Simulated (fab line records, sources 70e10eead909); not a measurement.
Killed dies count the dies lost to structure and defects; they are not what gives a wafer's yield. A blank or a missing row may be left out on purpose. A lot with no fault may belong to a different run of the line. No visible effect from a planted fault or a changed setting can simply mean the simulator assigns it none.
A struck lot beside a sound one || flow nandHarc || 13 steps out of a route of 1302
Sound: the wafers L112.1, L112.2, L112.6. Struck: wafer L119.5; the same lot's L119.3 was not struck, so it is left out; see the end for the cause.
Order at every step that has rows: each side's tool, ch and its chambers, its first start. Under that, the readings that differ: sound wafers || struck wafers || difference of the means || sigmas: that difference in standard deviations of wafers without a fault.
alike: words and numbers the same on both sides, and readings whose means are apart by under 2 such deviations; not compared: readings that were withheld, readings missing a value for some wafer, numbers with overlapping values and no deviation given by the record, and bounds like >300 which may hide the same value.
A row with sigmas, a row that says differs or no value, or rows on one side alone: a step with any of these is where the two part. Numbers that have no deviation but don't overlap get no sigmas and don't part them. Lack of a reading on every wafer of one side parts them only where that side has two or more wafers.

NHARC_A_STAIRCASE_TRIM_191: chemistry O2, time 211.2 s.
  sound: rieDiel-03 ch 1,2,3; struck: rieDiel-01 ch 0
  alike: drypumpMotorCurrentA, o2FlowSccm, oesProductAu, rfVppV, showerheadPlenumPTorr, throttleValvePct
  not compared: rfHoursCounterH
then, 1 step without rows for these wafers: NHARC_A_STAIRCASE_ETCH_192 (etches the open film in C4F8/O2, target depth 100 nm, time 40.5 s).
NHARC_A_STAIRCASE_TRIM_193: chemistry O2, time 211.2 s.
  sound: rieDiel-03 ch 0,1; struck: rieDiel-01 ch 3
{"reading": "o2FlowSccm (sccm)", "sound": "499.3 502.3 498.6", "struck": 495.5, "difference": -4.6, "sigmas": -3}
{"reading": "oesProductAu (a.u.)", "sound": "1.012 1.016 1.003", "struck": 0.984, "difference": -0.026, "sigmas": -2}
  alike: drypumpMotorCurrentA, rfVppV, showerheadPlenumPTorr, throttleValvePct
  not compared: rfHoursCounterH
then, 1 step without rows for these wafers: NHARC_A_STAIRCASE_ETCH_194 (etches the open film in C4F8/O2, target depth 100 nm, time 40.5 s).
NHARC_A_STAIRCASE_TRIM_196: chemistry O2, time 211.2 s.
  sound on rieDiel-01 ch 2,3, day 18 05:29; struck on rieDiel-13 ch 1, day 22 02:10
{"reading": "o2FlowSccm (sccm)", "sound": "499.1 497.4 496.4", "struck": 500.9, "difference": "+3.3", "sigmas": "+2"}
{"reading": "oesProductAu (a.u.)", "sound": "0.998 0.968 0.972", "struck": 1.016, "difference": "+0.037", "sigmas": "+3"}
  alike: drypumpMotorCurrentA, rfVppV, showerheadPlenumPTorr, throttleValvePct
  not compared: rfHoursCounterH
then, 1 step without rows for these wafers: NHARC_A_STAIRCASE_ETCH_197 (etches the open film in C4F8/O2, target depth 100 nm, time 40.5 s).
NHARC_A_STAIRCASE_TRIM_198: chemistry O2, time 211.2 s.
  sound: rieDiel-01 ch 0,1,3; struck: rieDiel-13 ch 1
  alike: drypumpMotorCurrentA, o2FlowSccm, oesProductAu, rfVppV, showerheadPlenumPTorr, throttleValvePct
  not compared: rfHoursCounterH
then, 3 steps without rows for these wafers: NHARC_A_STAIRCASE_ETCH_199 (etches the open film in C4F8/O2, target depth 100 nm, time 40.5 s); NHARC_A_STAIRCASE_TRIM_200 (chemistry O2, time 211.2 s); NHARC_A_STAIRCASE_ETCH_201 (etches the open film in C4F8/O2, target depth 100 nm, time 40.5 s).
NHARC_A_STAIRCASE_TRIM_202: chemistry O2, time 211.2 s.
  sound: rieDiel-01 ch 1,2,3; struck: rieDiel-13 ch 0
  alike: drypumpMotorCurrentA, o2FlowSccm, oesProductAu, rfVppV, showerheadPlenumPTorr, throttleValvePct
  not compared: rfHoursCounterH
NHARC_A_STAIRCASE_ETCH_203: etches the open film in C4F8/O2, target depth 100 nm, time 40.5 s.
  sound on rieDiel-01 ch 0,3, day 18 07:08; struck on rieDiel-13 ch 2, day 22 03:10
{"reading": "oesProductAu (a.u.)", "sound": "0.922 0.924 0.926", "struck": 0.772, "difference": -0.152, "sigmas": -11}
  alike: rfVppV
  not compared: rfHoursCounterH
then, 1 step without rows for these wafers: NHARC_END_SORT_01.

WHERE THEY PART
At NHARC_A_STAIRCASE_TRIM_193 first; at NHARC_A_STAIRCASE_ETCH_203 last (within this record only).

WHY: what had been put in by the simulator
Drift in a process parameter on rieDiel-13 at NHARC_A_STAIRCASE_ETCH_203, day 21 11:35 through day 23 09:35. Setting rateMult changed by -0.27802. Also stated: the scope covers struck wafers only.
